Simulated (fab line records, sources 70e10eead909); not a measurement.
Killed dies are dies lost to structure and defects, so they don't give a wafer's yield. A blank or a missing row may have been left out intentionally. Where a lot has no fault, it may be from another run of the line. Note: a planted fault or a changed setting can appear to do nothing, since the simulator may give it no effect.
Which of the tools did it? + flow nand_harc + 11 lots, 33 wafers sampled, at 5 steps of a route of 1302

== WHAT THE GAUGES SHOWED, per wafer ==
No reading from a measuring or inspecting step in the record can be judged against a usual standard deviation.

== TOOL THAT RAN EACH LOT (tool first, then ch and the chambers of the sampled wafers, then the start) ==
| lot  | NHARC_A_SGD_CUT_DEP_00          | NHARC_A_SGD_CUT_DESCUM_14          | NHARC_A_SGD_CUT_ETCH_15                       | NHARC_A_SGD_CUT_DEP_20       | NHARC_A_SGD_CUT_CMP_21        |
|------|---------------------------------|------------------------------------|-----------------------------------------------|------------------------------|-------------------------------|
| L172 | pecvd-01 ch 0,1,2, day 19 13:37 | rie_diel-03 ch 0,1,3, day 19 14:23 | rie_diel-03 ch 1,2,3, day 19 15:31 or earlier | fcvd-02 ch 0,1, day 19 15:31 | cmp-01 ch 0,1,3, day 19 20:31 |
| L176 | pecvd-04 ch 0,2, day 20 23:41   | rie_diel-01 ch 0,1,2, day 21 00:29 | rie_diel-01 ch 0,1,2, day 21 01:35 or earlier | fcvd-02 ch 0,1, day 21 01:35 | cmp-03 ch 0,2,3, day 21 08:40 |
| L175 | pecvd-04 ch 1,2, day 21 01:59   | rie_diel-11 ch 0,1,3, day 21 02:53 | rie_diel-11 ch 0,1,3, day 21 04:02 or earlier | fcvd-01 ch 0,1, day 21 04:02 | cmp-01 ch 2,3, day 21 08:42   |
| L177 | pecvd-03 ch 0,1,2, day 21 12:26 | rie_diel-11 ch 0,1,3, day 21 13:09 | rie_diel-11 ch 0,1, day 21 14:17 or earlier   | fcvd-01 ch 0,1, day 21 14:17 | cmp-03 ch 0,2, day 21 19:22   |
| L179 | pecvd-04 ch 0,2, day 22 08:13   | rie_diel-01 ch 1,3, day 22 09:05   | rie_diel-01 ch 1,3, day 22 10:11 or earlier   | fcvd-02 ch 0,1, day 22 10:11 | cmp-01 ch 0,2,3, day 22 14:50 |
| L181 | pecvd-04 ch 0,2, day 22 21:24   | rie_diel-03 ch 0,1,2, day 22 22:20 | rie_diel-03 ch 0,3, day 22 23:29 or earlier   | fcvd-02 ch 0,1, day 22 23:29 | cmp-01 ch 0,2,3, day 23 04:04 |
| L183 | pecvd-01 ch 0,2, day 23 18:13   | rie_diel-01 ch 1,2, day 23 19:00   | rie_diel-01 ch 0,3, day 23 20:10 or earlier   | fcvd-02 ch 0,1, day 23 20:10 | cmp-01 ch 0,2,3, day 24 00:50 |
| L184 | pecvd-01 ch 0,2, day 24 11:25   | rie_diel-03 ch 1,2, day 24 12:18   | rie_diel-03 ch 0,1, day 24 13:52 or earlier   | fcvd-01 ch 0,1, day 24 13:52 | cmp-01 ch 1,2, day 24 19:07   |
| L187 | pecvd-04 ch 0,1, day 24 14:23   | rie_diel-03 ch 0,2,3, day 24 15:17 | rie_diel-03 ch 1,2,3, day 24 16:26 or earlier | fcvd-01 ch 0,1, day 24 16:26 | cmp-04 ch 0,2,3, day 24 19:07 |
| L188 | pecvd-03 ch 0,1,2, day 25 10:19 | rie_diel-01 ch 0,2,3, day 25 11:13 | rie_diel-01 ch 1,2,3, day 25 12:20 or earlier | fcvd-02 ch 0,1, day 25 12:20 | cmp-04 ch 1,2,3, day 25 18:17 |
| L195 | pecvd-03 ch 0,1,2, day 29 02:56 | rie_diel-01 ch 0,2, day 29 03:44   | rie_diel-01 ch 1,2, day 29 04:50 or earlier   | fcvd-02 ch 0,1, day 29 04:50 | cmp-04 ch 1,2, day 29 09:37   |
- NHARC_A_SGD_CUT_DEP_00: deposits SiNx, target thk 50 nm.
- NHARC_A_SGD_CUT_DESCUM_14: chemistry O2, time 3 s.
- NHARC_A_SGD_CUT_ETCH_15: etches the open film in CH3F/O2, target depth 75 nm, time 64.3 s.
- NHARC_A_SGD_CUT_DEP_20: deposits SiO2, target thk 150 nm.
- NHARC_A_SGD_CUT_CMP_21: polishes, target thk 148.19 nm.

== AS READ BY THE TOOLS THEMSELVES (means over the sampled wafers that have a number; for cases with no such wafer, the mark the record gives instead) ==
NHARC_A_SGD_CUT_DEP_00. Usual: heater_power_w at 692 W, with a standard deviation of 71.
| lot  | tool     | heater_power_w (W) | flag |
|------|----------|--------------------|------|
| L172 | pecvd-01 | 705                |      |
| L176 | pecvd-04 | 758                |      |
| L175 | pecvd-04 | 638                |      |
| L177 | pecvd-03 | 742                |      |
| L179 | pecvd-04 | 713                |      |
| L181 | pecvd-04 | 731                |      |
| L183 | pecvd-01 | 680                |      |
| L184 | pecvd-01 | 709                |      |
| L187 | pecvd-04 | 694                |      |
| L188 | pecvd-03 | 743                |      |
| L195 | pecvd-03 | 750                |      |

NHARC_A_SGD_CUT_DESCUM_14. Usual: drypump_motor_current_A 5.6 A, standard deviation 0.34; o2_flow_sccm 200.0 sccm, standard deviation 0.57; oes_product_au 0.999 a.u., standard deviation 0.0072; rf_vpp_V 57.7 V, standard deviation 0.86; showerhead_plenum_p_Torr 1.91 Torr, standard deviation 0.099; throttle_valve_pct 11.312 %, standard deviation 0.0093.
| lot  | tool        | drypump_motor_current_A (A) | o2_flow_sccm (sccm) | oes_product_au (a.u.) | rf_vpp_V (V) | showerhead_plenum_p_Torr (Torr) | throttle_valve_pct (%) | flag |
|------|-------------|-----------------------------|---------------------|-----------------------|--------------|---------------------------------|------------------------|------|
| L172 | rie_diel-03 | 5.7                         | 199.8               | 0.992                 | 57.4         | 1.87                            | 11.309                 |      |
| L176 | rie_diel-01 | 5.6                         | 200.0               | 0.994                 | 57.8         | 1.98                            | 11.316                 |      |
| L175 | rie_diel-11 | 5.4                         | 199.6               | 1.005                 | 57.7         | 1.93                            | 11.311                 |      |
| L177 | rie_diel-11 | 5.4                         | 199.5               | 1.005                 | 58.0         | 1.93                            | 11.311                 |      |
| L179 | rie_diel-01 | 5.3                         | 200.8               | 1.005                 | 58.4         | 1.83                            | 11.312                 |      |
| L181 | rie_diel-03 | 5.6                         | 200.3               | 0.994                 | 57.1         | 1.80                            | 11.313                 |      |
| L183 | rie_diel-01 | 5.5                         | 200.3               | 1.002                 | 57.7         | 1.94                            | 11.303                 |      |
| L184 | rie_diel-03 | 6.1                         | 200.3               | 0.997                 | 57.5         | 1.78                            | 11.317                 |      |
| L187 | rie_diel-03 | 5.6                         | 200.1               | 0.994                 | 57.7         | 1.88                            | 11.312                 |      |
| L188 | rie_diel-01 | 5.6                         | 200.3               | 1.003                 | 57.5         | 1.94                            | 11.303                 |      |
| L195 | rie_diel-01 | 5.6                         | 200.0               | 1.010                 | 59.2         | 2.02                            | 11.321                 |      |

NHARC_A_SGD_CUT_ETCH_15. Usual: drypump_motor_current_A 5.5 A, standard deviation 0.36; o2_flow_sccm 29.99 sccm, standard deviation 0.1; oes_product_au 0.960 a.u., standard deviation 0.017; rf_vpp_V 263.6 V, standard deviation 2.1; showerhead_plenum_p_Torr 2.44 Torr, standard deviation 0.12; throttle_valve_pct 20.664 %, standard deviation 0.0082.
| lot  | tool        | drypump_motor_current_A (A) | o2_flow_sccm (sccm) | oes_product_au (a.u.) | rf_vpp_V (V) | showerhead_plenum_p_Torr (Torr) | throttle_valve_pct (%) | flag |
|------|-------------|-----------------------------|---------------------|-----------------------|--------------|---------------------------------|------------------------|------|
| L172 | rie_diel-03 | 6.1                         | 29.97               | 0.963                 | 263.4        | 2.40                            | 20.663                 |      |
| L176 | rie_diel-01 | 5.6                         | 29.93               | 0.972                 | 265.9        | 2.55                            | 20.659                 |      |
| L175 | rie_diel-11 | 5.4                         | 30.05               | 0.972                 | 264.1        | 2.48                            | 20.657                 |      |
| L177 | rie_diel-11 | 5.5                         | 29.95               | 0.931                 | 264.0        | 2.47                            | 20.663                 |      |
| L179 | rie_diel-01 | 5.3                         | 29.91               | 0.930                 | 262.1        | 2.36                            | 20.659                 |      |
| L181 | rie_diel-03 | 5.3                         | 30.01               | 0.963                 | 262.5        | 2.43                            | 20.671                 |      |
| L183 | rie_diel-01 | 5.5                         | 30.05               | 0.972                 | 265.4        | 2.51                            | 20.666                 |      |
| L184 | rie_diel-03 | 5.7                         | 30.13               | 0.956                 | 262.5        | 2.31                            | 20.663                 |      |
| L187 | rie_diel-03 | 6.0                         | 29.89               | 0.950                 | 262.4        | 2.39                            | 20.667                 |      |
| L188 | rie_diel-01 | 5.5                         | 30.05               | 0.977                 | 264.2        | 2.43                            | 20.658                 |      |
| L195 | rie_diel-01 | 5.6                         | 29.94               | 0.972                 | 264.7        | 2.51                            | 20.663                 |      |

NHARC_A_SGD_CUT_CMP_21. Usual: motor_current_A 10.7 A, standard deviation 0.85; retaining_ring_pressure_frac 1.000, standard deviation 0.005; time_to_endpoint_s 50.3 s, standard deviation 2.4.
| lot  | tool   | motor_current_A (A) | retaining_ring_pressure_frac | time_to_endpoint_s (s) | flag |
|------|--------|---------------------|------------------------------|------------------------|------|
| L172 | cmp-01 | 10.3                | 1.001                        | 48.6                   |      |
| L176 | cmp-03 | 10.3                | 1.006                        | 50.5                   |      |
| L175 | cmp-01 | 10.5                | 0.996                        | 49.0                   |      |
| L177 | cmp-03 | 10.5                | 0.994                        | 51.7                   |      |
| L179 | cmp-01 | 10.6                | 1.001                        | 49.5                   |      |
| L181 | cmp-01 | 10.8                | 1.003                        | 53.7                   |      |
| L183 | cmp-01 | 10.7                | 0.996                        | 49.5                   |      |
| L184 | cmp-01 | 10.7                | 0.993                        | 50.2                   |      |
| L187 | cmp-04 | 11.0                | 0.999                        | 52.1                   |      |
| L188 | cmp-04 | 10.9                | 0.996                        | 53.0                   |      |
| L195 | cmp-04 | 10.0                | 1.006                        | 52.5                   |      |

== THE ANSWER, worked out from the rows above alone ==
Rule: lot off if the mean of its wafers having a number is beyond 3 standard deviations from the usual mean. A lot without any number at a reading at which 4 lots or more have one is off too. The other lots that the step has rows for count as sound. The gauges are gone through in route order, then the tools' own readings, and for those a lot's mean is taken as printed above. At the first step where some lot is off, the reading lying furthest off is the one used; lots without a number count as furthest.
No lot is off at any reading shown: from this, nothing can be told.

== WHAT THE SIMULATOR HAD PUT IN ==
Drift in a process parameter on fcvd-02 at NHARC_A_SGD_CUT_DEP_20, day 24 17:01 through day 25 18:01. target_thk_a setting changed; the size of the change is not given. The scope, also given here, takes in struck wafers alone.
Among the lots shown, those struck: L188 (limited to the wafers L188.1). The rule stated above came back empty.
